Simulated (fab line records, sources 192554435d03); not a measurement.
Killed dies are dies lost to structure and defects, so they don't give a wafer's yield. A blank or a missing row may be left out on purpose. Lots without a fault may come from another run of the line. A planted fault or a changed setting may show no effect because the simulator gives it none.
fab line records | flow n5_finfet
record lots=7 wafers=39
route steps=1938 shown PMOS_HMC_CHANNEL_EPI@57 FIN_SAQP@130 SD_EPI_N@288 HKMG_FIN@448 BEOL_M0_SAQP@692 BEOL_M2@914 BEOL_M5@1112 BEOL_M6@1251 BEOL_M8@1391 BEOL_M11@1536 BEOL_M14@1744 BEOL_M15@1809 PASSIVATION@1916
start_h: hours from the record's first day to the start of the lot's first wafer shown | wait_h: hours since the lot's step before | " the same as in the row above | L1.1+2: a row that stands for several wafers | - no value, or no start given | * or withheld: withheld | < > ~ a bound
route shown NAME@n: a module of which the file shows steps, and the number in the route of the first | usual: mean/standard deviation of fault-free wafers | same: alike in all rows | chamber/n: place in a boat | sites: the reading at each site | _std_site: their standard deviation | _edge_site: outer sites' mean less inner sites' | radius_mm: how far each site lies from the wafer's centre | mask NAME#n: copy n | behind: the tool/chamber that last shaped the wafer | hold: why the lot was held/for how many hours/how that ended | device: the transistor (n, p or np) that didn't switch | end of line: the same wafers' tests at the end of the route | a step without rows: its recipe alone | killed: dies lost to structure and defects at the first sort, not the wafer's yield | map: a wafer's dies, x killed, . not, _ none there
set.NAME: the setting as run; set.NAME@STEP: as run at that earlier step | model.NAME: the simulator's own value behind a step, which no gauge read
lots whose settings were changed on purpose; a table a step, a row a wafer
## steps
# step N5_PMOS_HMC_CHANNEL_EPI_HM_DEP_34
# recipe material=SiO2 target_thk_a=360 temp_c=400 precursor=TEOS/O2 pressure_torr=6.5 rf_w=900 teos_flow_sccm=161.4 gas=O2 flow_sccm=2650 time_s=6.9
# step N5_FIN_SAQP_ETCH_65
# recipe chemistry=CF4 target=SiO2 target_depth_a=40 ion_energy_ev=350 time_s=4.4 pressure_mtorr=10 icp_w=800 bias_w=400 cf4_flow_sccm=80
# step N5_SD_EPI_N_EPI_21
# recipe material=Si:P dopant=P temp_c=680 pressure_torr=255 time_s=690
# step N5_HKMG_FIN_NWFM_ALD_20
# recipe material=TiAlC target_thk_a=20 temp_c=300 ald_precursor_family=TiCl4 ald_co_reactant=TEA pulse_time_s=3 purge_time_s=2 co_reactant_purge_time_s=2 co_reactant_pulse_time_s=10 ald_cycles=7 pressure_torr=3
# step N5_BEOL_M0_SAQP_DESCUM_45
# recipe chemistry=O2 time_s=7 source_power_w=50 bias_power_w=20 pressure_mtorr=20 rf_frequency_hz=2.712e+07 temp_c=40 resist=CAR-EUV o2_flow_sccm=225
# step N5_BEOL_M0_SAQP_ALD_48
# recipe material=SiO2 target_thk_a=200 temp_c=100 ald_precursor_family=BDEAS ald_co_reactant=O2-plasma pulse_time_s=1 co_reactant_pulse_time_s=1 purge_time_s=2 co_reactant_purge_time_s=2 ald_cycles=139 pressure_torr=2
# step N5_BEOL_M2_SPUTTER_90
# recipe material=Cu target_thk_a=45 temp_c=-20 chamber_pressure_pa=0.07 power_w=withheld time_s=8.29
# step N5_BEOL_M5_ILD_DEP_00
# recipe material=SiCOH_lowk target_thk_a=1406.4 temp_c=300 precursor=DEMS/porogen pressure_torr=5 rf_w=500 time_s=25.9
# step N5_BEOL_M6_ALD_77
# recipe material=TaN target_thk_a=20 temp_c=275 ald_precursor_family=PDMAT ald_co_reactant=NH3 pressure_torr=3 carrier_flow_sccm=1500 pulse_time_s=2 purge_time_s=3 co_reactant_purge_time_s=2 co_reactant_pulse_time_s=3 ald_cycles=40 precursor_vessel_temp_c=75 precursor_vessel_pressure_torr=26.25 precursor_vessel_carrier_sccm=1000
# step N5_BEOL_M8_CVD_78
# recipe material=Co target_thk_a=20 temp_c=withheld precursor=CCTBA/H2 pressure_torr=30 time_s=142.3
# step N5_BEOL_M11_ILD_DEP_00
# recipe material=SiCOH_lowk target_thk_a=3085.1 temp_c=300 precursor=DEMS/porogen pressure_torr=5 rf_w=500 time_s=58
# step N5_BEOL_M14_DEVELOP_27
# recipe develop_time_s=45 rinse_liquid=diw dry=air_spin dev_temp_c=21
# step N5_BEOL_M15_TRENCH_ETCH_34
# recipe chemistry=C4F8/O2/Ar target=SiO2 target_depth_a=8729.3 he_inner_torr=15 he_outer_torr=30 time_s=199 ion_energy_ev=800 pressure_mtorr=20 source_w=1905 bias_w=2040 Ar_flow_sccm=400 C4F8_flow_sccm=16 O2_flow_sccm=12
# step N5_PASSIVATION_PECVD_35
# recipe material=SiNx target_thk_a=7000 temp_c=400 precursor=SiH4/NH3/N2 pressure_torr=4.9 rf_w=1406 time_s=151.3
# step N5_PASSIVATION_PROBE_49
# usual sort_bin_5_function=5.0/0.98
# columns lot.wafer tool chamber start_h wait_h set.time_s@PMOS_HMC_CHANNEL_EPI_HM_DEP_34 set.time_s@FIN_SAQP_ETCH_65 set.epi_growth_time_s@SD_EPI_N_EPI_21 set.ald_cycles@HKMG_FIN_NWFM_ALD_20 set.time_s@BEOL_M0_SAQP_DESCUM_45 set.ald_cycles@BEOL_M0_SAQP_ALD_48 set.target_thk_a@BEOL_M2_SPUTTER_90 set.time_s@BEOL_M5_ILD_DEP_00 set.ald_cycles@BEOL_M6_ALD_77 set.target_thk_a@BEOL_M8_CVD_78 set.target_thk_a@BEOL_M11_ILD_DEP_00 set.develop_time_s@BEOL_M14_DEVELOP_27 set.target_depth_a@BEOL_M15_TRENCH_ETCH_34 set.time_s@PASSIVATION_PECVD_35 sort_bin_5_function[%]
L074.1 prober-01 - 261.51 0.0 6.9 3.457 858.1 3 5.855 69 45 25.9 40 20 3085.1 66.02 8729.3 151.3 4.7
L074.2 prober-01 - 261.56 0.1 6.9 3.457 690 7 7 69 45 20.24 47 20 4284 66.02 8729.3 151.3 96.2
L074.3 prober-01 - 261.61 0.1 6.9 4.4 690 3 7 139 45 20.24 40 20 4284 45 8729.3 151.3 96.8
L074.4 prober-01 - 261.66 0.2 6.9 4.4 858.1 7 5.855 139 56.73 25.9 40 20 4284 45 8729.3 89.87 96.5
L074.5 prober-01 - 261.71 0.2 6.9 4.4 858.1 7 7 69 56.73 25.9 47 20 3085.1 45 8729.3 89.87 4.3
L074.6 prober-01 - 261.76 0.3 6.9 3.457 690 3 5.855 139 56.73 20.24 47 20 3085.1 66.02 8729.3 89.87 5.4
L077.1 prober-02 - 285.23 0.0 6.9 2.256 534.2 7 3.063 139 45 25.9 40 20 3085.1 20.45 8729.3 151.3 7.5
L077.2 prober-02 - 285.28 0.1 6.9 2.256 690 7 7 72 45 25.9 40 20 4018 45 8729.3 151.3 95.0
L077.3 prober-02 - 285.33 0.1 6.9 2.256 534.2 7 7 72 29.51 34.14 40 20 4018 45 8729.3 119.2 96.4
L077.4 prober-02 - 285.38 0.2 6.9 4.4 534.2 7 3.063 72 29.51 34.14 40 15.74 3085.1 20.45 8729.3 119.2 6.5
L077.5 prober-02 - 285.43 0.2 6.9 4.4 690 7 7 139 29.51 25.9 40 15.74 3085.1 45 8729.3 119.2 7.5
L077.6 prober-02 - 285.48 0.3 6.9 4.4 690 7 3.063 139 45 34.14 40 15.74 4018 20.45 8729.3 151.3 95.8
L081.1 prober-02 - 303.54 0.0 6.9 4.4 555.2 7 7 162 45 13.14 31 20 4482 61.29 8729.3 151.3 6.2
L081.2 prober-02 - 303.59 0.1 8.281 4.4 690 7 7 139 45 25.9 31 20 3085.1 45 4151 151.3 5.4
L081.3 prober-02 - 303.64 0.1 8.281 4.4 555.2 7 7 139 54.8 13.14 31 9.877 4482 61.29 8729.3 151.3 6.2
L081.4 prober-02 - 303.69 0.2 8.281 4.4 690 7 7 162 45 13.14 40 9.877 3085.1 45 8729.3 151.3 5.2
L081.5 prober-02 - 303.74 0.2 6.9 4.4 690 7 7 139 54.8 25.9 40 20 3085.1 61.29 4151 151.3 4.6
L081.6 prober-02 - 303.79 0.3 6.9 4.4 555.2 7 7 162 54.8 25.9 40 9.877 4482 45 4151 151.3 95.3
L080.1 prober-01 - 307.59 0.0 6.9 2.003 921.5 7 7 139 33.17 25.9 40 20 1555 70.7 8729.3 151.3 3.2
L080.2 prober-01 - 307.64 0.1 2.76 2.003 690 10 4.52 139 45 25.9 40 20 3085.1 45 8729.3 79.7 6.1
L080.3 prober-01 - 307.69 0.1 2.76 4.4 921.5 7 7 111 45 25.9 47 20 1555 45 8729.3 79.7 4.8
L080.4 prober-01 - 307.74 0.2 6.9 2.003 690 7 4.52 111 33.17 25.9 47 30.57 3085.1 70.7 8729.3 151.3 5.0
L080.5 prober-01 - 307.79 0.2 6.9 4.4 921.5 10 4.52 111 45 25.9 40 30.57 3085.1 70.7 8729.3 79.7 4.7
L080.6 prober-01 - 307.84 0.3 2.76 4.4 690 10 7 139 33.17 25.9 47 30.57 1555 45 8729.3 151.3 5.3
L085.1 prober-02 - 331.64 0.0 6.9 4.4 342.3 3 9.995 139 45 25.9 40 20 3085.1 45 8729.3 151.3 5.0
L085.2 prober-02 - 331.69 0.1 6.9 4.4 690 7 7 139 45 33.74 40 14.35 3085.1 19.2 8729.3 117.1 5.7
L085.3 prober-02 - 331.74 0.1 5.724 2.268 342.3 7 9.995 139 45 25.9 40 14.35 3085.1 45 8729.3 117.1 5.6
L085.4 prober-02 - 331.79 0.2 6.9 2.268 690 3 7 139 45 25.9 40 20 3085.1 19.2 8729.3 151.3 6.1
L085.5 prober-02 - 331.84 0.2 5.724 4.4 342.3 3 7 139 45 33.74 40 14.35 3085.1 45 8729.3 151.3 6.0
L085.6 prober-02 - 331.89 0.3 5.724 2.268 690 7 9.995 139 45 33.74 40 20 3085.1 19.2 8729.3 117.1 5.4
L095.2 prober-01 - 397.56 0.1 6.9 4.4 690 7 7 139 45 25.9 40 20 3085.1 45 8729.3 151.3 4.3
L095.3 prober-01 - 397.61 0.1 6.9 4.4 690 7 7 139 45 25.9 40 20 3085.1 45 8729.3 151.3 6.1
L095.6 prober-01 - 397.76 0.3 6.9 4.4 690 7 7 139 45 25.9 40 20 3085.1 45 8729.3 151.3 5.6
L097.1 prober-01 - 402.83 0.0 6.9 6.919 971.6 5 7 139 45 25.9 40 20 3085.1 45 5517 190.8 95.0
L097.2 prober-01 - 402.88 0.1 6.9 6.919 971.6 7 7 61 37.47 25.9 40 25.5 3085.1 28.66 8729.3 151.3 5.4
L097.3 prober-01 - 402.93 0.1 6.9 4.4 971.6 7 9.117 139 37.47 40.41 40 20 3085.1 45 8729.3 151.3 95.8
L097.4 prober-01 - 402.98 0.2 6.9 4.4 690 7 7 139 45 40.41 40 25.5 3085.1 28.66 5517 151.3 95.9
L097.5 prober-01 - 403.03 0.2 6.9 6.919 690 5 9.117 61 45 25.9 40 20 3085.1 28.66 8729.3 190.8 95.8
L097.6 prober-01 - 403.08 0.3 6.9 4.4 690 5 9.117 61 37.47 40.41 40 25.5 3085.1 45 5517 190.8 96.4
# killed by level:class
L074.1 BEOL_M0_SAQP:geometric_particle:open=15 FIN_SAQP:geometric_particle:open=14 FIN_SAQP:geometric_particle:short=8 BEOL_M4:geometric_particle:open=7 BEOL_M1:geometric_particle:open=6 BEOL_M2:geometric_particle:open=6 GATE_CUT:geometric_particle:short=5 MOL_CONTACT_COAG:geometric_particle:open=5
L074.2 BEOL_M11:area_etch=1079 FIN_SAQP:geometric_particle:open=19 MOL_CONTACT_COAG:geometric_particle:open=9 FIN_SAQP:geometric_particle:short=7 BEOL_M2:geometric_particle:open=6 BEOL_M3:geometric_particle:open=5 SPACER0:geometric_particle:open=4 BEOL_M0_SAQP:geometric_particle:open=4
L074.3 BEOL_M11:area_etch=1092 MOL_CONTACT_COAG:geometric_particle:open=13 FIN_SAQP:geometric_particle:open=10 FIN_SAQP:geometric_particle:short=8 BEOL_M0_SAQP:geometric_particle:short=6 BEOL_M2:geometric_particle:open=6 BEOL_M4:geometric_particle:open=6 BEOL_M1:geometric_particle:open=4
L074.4 BEOL_M11:area_etch=1068 FIN_SAQP:geometric_particle:open=14 MOL_CONTACT_COAG:geometric_particle:open=13 BEOL_M4:geometric_particle:open=10 BEOL_M1:geometric_particle:open=7 GATE_CUT:geometric_particle:short=6 BEOL_M0:geometric_particle:open=5 BEOL_M3:geometric_particle:short=5
L074.5 BEOL_M4:geometric_particle:open=16 FIN_SAQP:geometric_particle:short=10 BEOL_M2:geometric_particle:open=9 MOL_CONTACT_COAG:geometric_particle:open=7 FIN_SAQP:geometric_particle:open=6 STARTING-WAFER:geometric_particle:open=6 MOL_CONTACT_COAG:geometric_particle:short=5 BEOL_M0_SAQP:geometric_particle:open=5
L074.6 MOL_CONTACT_COAG:geometric_particle:open=17 FIN_SAQP:geometric_particle:open=14 FIN_SAQP:geometric_particle:short=12 BEOL_M3:geometric_particle:open=10 BEOL_M1:geometric_particle:open=9 BEOL_M0_SAQP:geometric_particle:short=8 MOL_CONTACT_COAG:geometric_particle:short=5 GATE_CUT:geometric_particle:short=4
L077.1 BEOL_M0_SAQP:geometric_particle:open=19 BEOL_M0_SAQP:geometric_particle:short=18 BEOL_M3:geometric_particle:open=17 FIN_SAQP:geometric_particle:short=15 MOL_CONTACT_COAG:geometric_particle:open=13 BEOL_M4:geometric_particle:open=9 GATE_CUT:geometric_particle:open=7 DUMMY_GATE:geometric_particle:open=6
L077.2 BEOL_M11:area_etch=1038 MOL_CONTACT_COAG:geometric_particle:open=17 FIN_SAQP:geometric_particle:open=16 BEOL_M3:geometric_particle:open=11 BEOL_M0_SAQP:geometric_particle:short=10 FIN_SAQP:geometric_particle:short=9 STI_FIN_REVEAL:geometric_particle:open=9 BEOL_M0_SAQP:geometric_particle:open=9
L077.3 BEOL_M11:area_etch=1068 FIN_SAQP:geometric_particle:open=20 MOL_CONTACT_COAG:geometric_particle:open=15 BEOL_M3:geometric_particle:open=12 STI_FIN_REVEAL:geometric_particle:open=9 FIN_SAQP:geometric_particle:short=8 BEOL_M3:geometric_particle:short=7 BEOL_M1:geometric_particle:short=5
L077.4 BEOL_M3:geometric_particle:open=14 FIN_SAQP:geometric_particle:open=11 MOL_CONTACT_COAG:geometric_particle:open=11 BEOL_M0_SAQP:geometric_particle:short=10 BEOL_M0_SAQP:geometric_particle:open=8 BEOL_M3:geometric_particle:short=6 FIN_SAQP:geometric_particle:short=5 STI_FIN_REVEAL:geometric_particle:open=4
L077.5 BEOL_M3:geometric_particle:open=19 FIN_SAQP:geometric_particle:short=13 MOL_CONTACT_COAG:geometric_particle:open=13 FIN_SAQP:geometric_particle:open=12 BEOL_M0_SAQP:geometric_particle:short=9 BEOL_M1:geometric_particle:open=7 BEOL_M0_SAQP:geometric_particle:open=6 BEOL_M3:geometric_particle:short=6
L077.6 BEOL_M11:area_etch=1053 MOL_CONTACT_COAG:geometric_particle:open=18 BEOL_M3:geometric_particle:open=12 FIN_SAQP:geometric_particle:open=11 BEOL_M0_SAQP:geometric_particle:short=11 FIN_SAQP:geometric_particle:short=10 BEOL_M0_SAQP:geometric_particle:open=7 BEOL_M1:geometric_particle:open=6
L081.1 BEOL_M5:area_dep=1066 STI_FIN_REVEAL:geometric_particle:open=14 BEOL_M4:geometric_particle:open=13 BEOL_M0_SAQP:geometric_particle:open=10 BEOL_M0_SAQP:geometric_particle:short=8 BEOL_M3:geometric_particle:open=7 GATE_CUT:geometric_particle:open=6 BEOL_M2:geometric_particle:open=5
L081.2 BEOL_M15:area_ecd=184 STI_FIN_REVEAL:geometric_particle:open=14 MOL_CONTACT_COAG:geometric_particle:open=12 BEOL_M0_SAQP:geometric_particle:open=11 DUMMY_GATE:geometric_particle:open=9 BEOL_M0_SAQP:geometric_particle:short=8 BEOL_M3:geometric_particle:open=8 GATE_CUT:geometric_particle:short=7
L081.3 BEOL_M5:area_dep=1044 BEOL_M0_SAQP:geometric_particle:short=14 BEOL_M1:geometric_particle:open=14 BEOL_M0_SAQP:geometric_particle:open=13 FIN_SAQP:geometric_particle:open=11 DUMMY_GATE:geometric_particle:open=8 BEOL_M2:geometric_particle:open=8 GATE_CUT:geometric_particle:short=7
L081.4 BEOL_M5:area_dep=1065 BEOL_M0_SAQP:geometric_particle:open=14 BEOL_M0_SAQP:geometric_particle:short=11 MOL_CONTACT_COAG:geometric_particle:open=8 FIN_SAQP:geometric_particle:open=7 DUMMY_GATE:geometric_particle:open=7 BEOL_M4:geometric_particle:open=7 FIN_SAQP:geometric_particle:short=6
L081.5 BEOL_M15:area_ecd=270 BEOL_M0_SAQP:geometric_particle:open=12 DUMMY_GATE:geometric_particle:open=9 MOL_CONTACT_COAG:geometric_particle:open=8 BEOL_M3:geometric_particle:open=8 BEOL_M1:geometric_particle:open=6 STI_FIN_REVEAL:geometric_particle:open=5 BEOL_M0_SAQP:geometric_particle:short=5
L081.6 BEOL_M11:area_etch=1053 BEOL_M0_SAQP:geometric_particle:open=18 BEOL_M0_SAQP:geometric_particle:short=13 STI_FIN_REVEAL:geometric_particle:open=13 BEOL_M3:geometric_particle:open=11 DUMMY_GATE:geometric_particle:open=6 GATE_CUT:geometric_particle:short=6 BEOL_M1:geometric_particle:open=6
L080.1 BEOL_M11:area_dep=1091 FIN_SAQP:geometric_particle:short=10 MOL_CONTACT_COAG:geometric_particle:open=8 BEOL_M2:geometric_particle:open=7 BEOL_M1:geometric_particle:short=6 BEOL_M1:geometric_particle:open=5 GATE_CUT:geometric_particle:short=5 BEOL_M0_SAQP:geometric_particle:short=5
L080.2 MOL_CONTACT_COAG:geometric_particle:open=17 FIN_SAQP:geometric_particle:open=11 STI_FIN_REVEAL:geometric_particle:open=10 BEOL_M1:geometric_particle:open=10 FIN_SAQP:geometric_particle:short=8 BEOL_M4:geometric_particle:open=8 GATE_CUT:geometric_particle:short=6 DUMMY_GATE:geometric_particle:open=5
L080.3 BEOL_M11:area_dep=1075 MOL_CONTACT_COAG:geometric_particle:open=10 FIN_SAQP:geometric_particle:open=6 BEOL_M2:geometric_particle:open=6 BEOL_M1:geometric_particle:open=5 BEOL_M0_SAQP:geometric_particle:open=5 BEOL_M0_SAQP:geometric_particle:short=4 BEOL_M4:geometric_particle:open=4
L080.4 STI_FIN_REVEAL:geometric_particle:open=16 FIN_SAQP:geometric_particle:open=15 FIN_SAQP:geometric_particle:short=11 MOL_CONTACT_COAG:geometric_particle:open=9 BEOL_M1:geometric_particle:open=9 BEOL_M1:geometric_particle:short=7 BEOL_M0_SAQP:geometric_particle:open=6 BEOL_M3:geometric_particle:open=6
L080.5 MOL_CONTACT_COAG:geometric_particle:open=10 BEOL_M1:geometric_particle:open=7 BEOL_M4:geometric_particle:open=7 FIN_SAQP:geometric_particle:short=6 BEOL_M0_SAQP:geometric_particle:open=6 BEOL_M2:geometric_particle:open=6 BEOL_M6:geometric_particle:open=6 STI_FIN_REVEAL:geometric_particle:open=5
L080.6 BEOL_M11:area_dep=1063 BEOL_M2:geometric_particle:open=12 FIN_SAQP:geometric_particle:short=11 MOL_CONTACT_COAG:geometric_particle:open=11 FIN_SAQP:geometric_particle:open=10 STI_FIN_REVEAL:geometric_particle:open=10 BEOL_M1:geometric_particle:open=7 MOL_CONTACT_COAG:geometric_particle:short=5
L085.1 DUMMY_GATE:geometric_particle:open=11 BEOL_M2:geometric_particle:open=11 BEOL_M0_SAQP:geometric_particle:short=10 STI_FIN_REVEAL:geometric_particle:open=9 BEOL_M0_SAQP:geometric_particle:open=6 MOL_CONTACT_COAG:geometric_particle:open=6 BEOL_M4:geometric_particle:open=6 FIN_SAQP:geometric_particle:short=5
L085.2 BEOL_M0_SAQP:geometric_particle:short=14 BEOL_M4:geometric_particle:open=14 FIN_SAQP:geometric_particle:short=6 STI_FIN_REVEAL:geometric_particle:open=6 MIM_TOP_ETCH:geometric_particle:open=6 GATE_CUT:geometric_particle:short=5 BEOL_M0_SAQP:geometric_particle:open=5 BEOL_M6:geometric_particle:open=5
L085.3 BEOL_M0_SAQP:geometric_particle:open=18 FIN_SAQP:geometric_particle:open=13 MOL_CONTACT_COAG:geometric_particle:open=8 BEOL_M0_SAQP:geometric_particle:short=8 BEOL_M4:geometric_particle:open=7 FIN_SAQP:geometric_particle:short=6 DUMMY_GATE:geometric_particle:open=6 STI_FIN_REVEAL:geometric_particle:open=5
L085.4 BEOL_M4:geometric_particle:open=18 BEOL_M2:geometric_particle:open=8 MOL_CONTACT_COAG:geometric_particle:open=7 BEOL_M0_SAQP:geometric_particle:short=7 FIN_SAQP:geometric_particle:short=6 DUMMY_GATE:geometric_particle:open=6 BEOL_M0_SAQP:geometric_particle:open=6 FIN_SAQP:geometric_particle:open=3
L085.5 MOL_CONTACT_COAG:geometric_particle:open=13 FIN_SAQP:geometric_particle:short=12 FIN_SAQP:geometric_particle:open=10 BEOL_M4:geometric_particle:open=7 BEOL_M0_SAQP:geometric_particle:short=6 BEOL_M0_SAQP:geometric_particle:open=6 BEOL_M2:geometric_particle:open=6 STARTING-WAFER:geometric_particle:short=6
L085.6 BEOL_M2:geometric_particle:open=25 STI_FIN_REVEAL:geometric_particle:open=10 MOL_CONTACT_COAG:geometric_particle:open=9 BEOL_M0_SAQP:geometric_particle:open=7 BEOL_M3:geometric_particle:open=6 BEOL_M4:geometric_particle:open=6 DUMMY_GATE:geometric_particle:open=5 BEOL_M0_SAQP:geometric_particle:short=5
L095.2 BEOL_M0_SAQP:geometric_particle:open=12 MOL_CONTACT_COAG:geometric_particle:open=11 STI_FIN_REVEAL:geometric_particle:open=9 BEOL_M3:geometric_particle:open=9 BEOL_M0_SAQP:geometric_particle:short=8 FIN_SAQP:geometric_particle:short=7 MOL_CONTACT_COAG:geometric_particle:short=6 FIN_SAQP:geometric_particle:open=4
L095.3 FIN_SAQP:geometric_particle:open=14 BEOL_M0_SAQP:geometric_particle:open=13 MOL_CONTACT_COAG:geometric_particle:open=9 FIN_SAQP:geometric_particle:short=8 STI_FIN_REVEAL:geometric_particle:open=8 BEOL_M0_SAQP:geometric_particle:short=7 ILD0:geometric_particle:short=5 BEOL_M3:geometric_particle:open=5
L095.6 FIN_SAQP:geometric_particle:short=13 FIN_SAQP:geometric_particle:open=10 BEOL_M2:geometric_particle:open=10 MOL_CONTACT_COAG:geometric_particle:open=9 BEOL_M0_SAQP:geometric_particle:short=8 BEOL_M3:geometric_particle:open=8 BEOL_M0_SAQP:geometric_particle:open=6 BEOL_M1:geometric_particle:open=6
L097.1 PASSIVATION:area_pecvd=1081 FIN_SAQP:geometric_particle:short=14 FIN_SAQP:geometric_particle:open=10 MOL_CONTACT_COAG:geometric_particle:open=10 GATE_CUT:geometric_particle:open=8 BEOL_M3:geometric_particle:open=7 STI_FIN_REVEAL:geometric_particle:open=5 BEOL_M2:geometric_particle:open=5
L097.2 FIN_SAQP:geometric_particle:short=11 MOL_CONTACT_COAG:geometric_particle:open=11 BEOL_M2:geometric_particle:open=11 GATE_CUT:geometric_particle:short=9 GATE_CUT:geometric_particle:open=9 BEOL_M4:geometric_particle:open=9 BEOL_M0_SAQP:geometric_particle:open=8 BEOL_M1:geometric_particle:open=5
L097.3 BEOL_M5:area_etch=1040 BEOL_M2:geometric_particle:open=20 FIN_SAQP:geometric_particle:short=15 MOL_CONTACT_COAG:geometric_particle:open=13 BEOL_M4:geometric_particle:open=10 STI_FIN_REVEAL:geometric_particle:open=8 GATE_CUT:geometric_particle:short=8 GATE_CUT:geometric_particle:open=8
L097.4 BEOL_M5:area_etch=1073 MOL_CONTACT_COAG:geometric_particle:open=13 GATE_CUT:geometric_particle:short=10 BEOL_M4:geometric_particle:open=10 BEOL_M2:geometric_particle:open=8 DUMMY_GATE:geometric_particle:open=7 GATE_CUT:geometric_particle:open=7 STI_FIN_REVEAL:geometric_particle:open=5
L097.5 PASSIVATION:area_pecvd=1077 FIN_SAQP:geometric_particle:short=11 DUMMY_GATE:geometric_particle:open=9 BEOL_M2:geometric_particle:open=8 BEOL_M4:geometric_particle:open=7 MOL_CONTACT_COAG:geometric_particle:open=7 BEOL_M1:geometric_particle:open=7 GATE_CUT:geometric_particle:short=6
L097.6 BEOL_M5:area_etch=1083 MOL_CONTACT_COAG:geometric_particle:open=13 BEOL_M2:geometric_particle:open=10 GATE_CUT:geometric_particle:short=9 FIN_SAQP:geometric_particle:open=8 FIN_SAQP:geometric_particle:short=8 STI_FIN_REVEAL:geometric_particle:open=8 BEOL_M4:geometric_particle:open=7
## key
split step=N5_PMOS_HMC_CHANNEL_EPI_HM_DEP_34 setting=time_s stated_as=6.9
response none clear
split step=N5_FIN_SAQP_ETCH_65 setting=time_s stated_as=4.4
response none clear
split step=N5_SD_EPI_N_EPI_21 setting=epi_growth_time_s stated_as=690
response none clear
split step=N5_HKMG_FIN_NWFM_ALD_20 setting=ald_cycles stated_as=7
response none clear
split step=N5_BEOL_M0_SAQP_DESCUM_45 setting=time_s stated_as=7
response none clear
split step=N5_BEOL_M0_SAQP_ALD_48 setting=ald_cycles stated_as=139
response none clear
split step=N5_BEOL_M2_SPUTTER_90 setting=target_thk_a stated_as=45
response none clear
split step=N5_BEOL_M5_ILD_DEP_00 setting=time_s stated_as=25.9
response none clear
split step=N5_BEOL_M6_ALD_77 setting=ald_cycles stated_as=40
response none clear
split step=N5_BEOL_M8_CVD_78 setting=target_thk_a stated_as=20
response none clear
split step=N5_BEOL_M11_ILD_DEP_00 setting=target_thk_a stated_as=3085.1
response step=N5_PASSIVATION_PROBE_49 reading=sort_bin_5_function slope=+1.5 per=1% together_with=all explained=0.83
split step=N5_BEOL_M14_DEVELOP_27 setting=develop_time_s stated_as=45
response none clear
split step=N5_BEOL_M15_TRENCH_ETCH_34 setting=target_depth_a stated_as=8729.3
response none clear
split step=N5_PASSIVATION_PECVD_35 setting=time_s stated_as=151.3
response none clear
